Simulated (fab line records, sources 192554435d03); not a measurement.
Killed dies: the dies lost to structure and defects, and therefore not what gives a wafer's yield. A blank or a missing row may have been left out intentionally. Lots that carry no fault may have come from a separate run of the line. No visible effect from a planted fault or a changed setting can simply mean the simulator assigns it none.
Split-lot experiment / flow n5 finfet / route with 1938 steps; 7 lots, 21 wafers read

## SPLIT DETAILS
At N5_BEOL_M15_EXPOSE_25 (exposes mask M15, target cd 400 nm), the setting dose mj was moved away from the recipe's 35.5 on 6 of the 21 wafers read, by -4.7% to +6.4%. The other wafers ran this setting at the recipe's value.

## FROM THE SPLIT TO THE READING: what the file shows between them, 3 steps
- N5_BEOL_M15_PEB_26: peb time 90 s
- N5_BEOL_M15_DEVELOP_27: develop time 45 s
- N5_BEOL_M15_HARDBAKE_32: time 120 s

## THE READING
cd nm at N5_BEOL_M15_CD_MEAS_28, given in nm (cd target 407.6 nm). On this fab line, fault-free wafers typically give 409.5 nm with a standard deviation of 1.5 nm.

wafer=L075.1; tool, chamber at the split=krf scanner-02, 0; dose mj as run=35.5; against the recipe=recipe; cd nm, nm=409.7; against lot-mates on the recipe=-
wafer=L075.2; tool, chamber at the split=krf scanner-02, 0; dose mj as run=34.44; against the recipe=-3.0%; cd nm, nm=406.3; against lot-mates on the recipe=-3.4
wafer=L075.4; tool, chamber at the split=krf scanner-02, 0; dose mj as run=34.44; against the recipe=-3.0%; cd nm, nm=408.1; against lot-mates on the recipe=-1.6
wafer=L084.4; tool, chamber at the split=krf scanner-02, 0; dose mj as run=35.5; against the recipe=recipe; cd nm, nm=407.2; against lot-mates on the recipe=-
wafer=L084.5; tool, chamber at the split=krf scanner-02, 0; dose mj as run=37.78; against the recipe=+6.4%; cd nm, nm=417.5; against lot-mates on the recipe=+11.0
wafer=L084.6; tool, chamber at the split=krf scanner-02, 0; dose mj as run=35.5; against the recipe=recipe; cd nm, nm=405.8; against lot-mates on the recipe=-
wafer=L085.1; tool, chamber at the split=krf scanner-01, 0; dose mj as run=33.9; against the recipe=-4.5%; cd nm, nm=404.8; against lot-mates on the recipe=-5.5
wafer=L085.3; tool, chamber at the split=krf scanner-01, 0; dose mj as run=35.5; against the recipe=recipe; cd nm, nm=410.3; against lot-mates on the recipe=-
wafer=L085.4; tool, chamber at the split=krf scanner-01, 0; dose mj as run=33.9; against the recipe=-4.5%; cd nm, nm=403.0; against lot-mates on the recipe=-7.3
wafer=L090.1; tool, chamber at the split=krf scanner-01, 0; dose mj as run=35.5; against the recipe=recipe; cd nm, nm=410.1; against lot-mates on the recipe=-
wafer=L090.2; tool, chamber at the split=krf scanner-01, 0; dose mj as run=35.5; against the recipe=recipe; cd nm, nm=409.7; against lot-mates on the recipe=-
wafer=L090.3; tool, chamber at the split=krf scanner-01, 0; dose mj as run=35.5; against the recipe=recipe; cd nm, nm=410.9; against lot-mates on the recipe=-
wafer=L091.1; tool, chamber at the split=krf scanner-01, 0; dose mj as run=35.5; against the recipe=recipe; cd nm, nm=409.4; against lot-mates on the recipe=-
wafer=L091.2; tool, chamber at the split=krf scanner-01, 0; dose mj as run=35.5; against the recipe=recipe; cd nm, nm=408.1; against lot-mates on the recipe=-
wafer=L091.6; tool, chamber at the split=krf scanner-01, 0; dose mj as run=33.83; against the recipe=-4.7%; cd nm, nm=402.5; against lot-mates on the recipe=-6.2
wafer=L089.1; tool, chamber at the split=krf scanner-02, 0; dose mj as run=35.5; against the recipe=recipe; cd nm, nm=410.3; against lot-mates on the recipe=-
wafer=L089.4; tool, chamber at the split=krf scanner-02, 0; dose mj as run=35.5; against the recipe=recipe; cd nm, nm=410.2; against lot-mates on the recipe=-
wafer=L089.5; tool, chamber at the split=krf scanner-02, 0; dose mj as run=35.5; against the recipe=recipe; cd nm, nm=409.5; against lot-mates on the recipe=-
wafer=L097.2; tool, chamber at the split=krf scanner-02, 0; dose mj as run=35.5; against the recipe=recipe; cd nm, nm=406.7; against lot-mates on the recipe=-
wafer=L097.3; tool, chamber at the split=krf scanner-02, 0; dose mj as run=35.5; against the recipe=recipe; cd nm, nm=407.5; against lot-mates on the recipe=-
wafer=L097.4; tool, chamber at the split=krf scanner-02, 0; dose mj as run=35.5; against the recipe=recipe; cd nm, nm=407.6; against lot-mates on the recipe=-

THE FIT
A straight line over all 21 wafers: cd nm changes by +1.17 nm for each +1% of dose mj; r = +0.88; the points scatter about the line by 1.6 nm.
The same after taking each lot's own level away (the mean of its wafers on the recipe; 21 wafers): +1.45 nm for each +1%; r = +0.97; scatter 0.88 nm.
On that fit, the largest move of dose mj shifts the reading by 9.3 nm.
Across the lots, their own levels run from 406.50 to 410.30 nm, a range of 2.5 times the standard deviation given above.
So the slope is not independent of the lot-to-lot level: the two fits are not the same.
Check: +8.28 nm against its lot-mates is what the line predicts for one of the wafers moved furthest among these (+6.4%) when that wafer is left out of the fit. Against them it came out at +11 nm.

## THE WHOLE CHAIN: every reading that the file lists as answering this split, in the file's order
step=N5_BEOL_M15_CD_MEAS_28; what it does=target cd 407.6 nm; reading=cd nm; change (the file's fit)=+1.47 nm for each +1% of the setting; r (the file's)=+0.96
step=N5_BEOL_M15_DESCUM_33; what it does=chemistry O2, time 7.9 s; reading=BEOL_M15.cd nm (the simulator's own value, which no gauge read); change (the file's fit)=+1.5 nm for each +1% of the setting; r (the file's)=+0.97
step=N5_BEOL_M15_TRENCH_ETCH_34; what it does=etches SiO2 in C4F8/O2/Ar, target depth 872.93 nm, time 199 s; reading=BEOL_M15.cd nm (the simulator's own value, which no gauge read); change (the file's fit)=+1.57 nm for each +1% of the setting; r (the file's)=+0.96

## FILE'S OWN FIT
cd nm changes by +1.47 nm for each +1% of dose mj, r = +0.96.
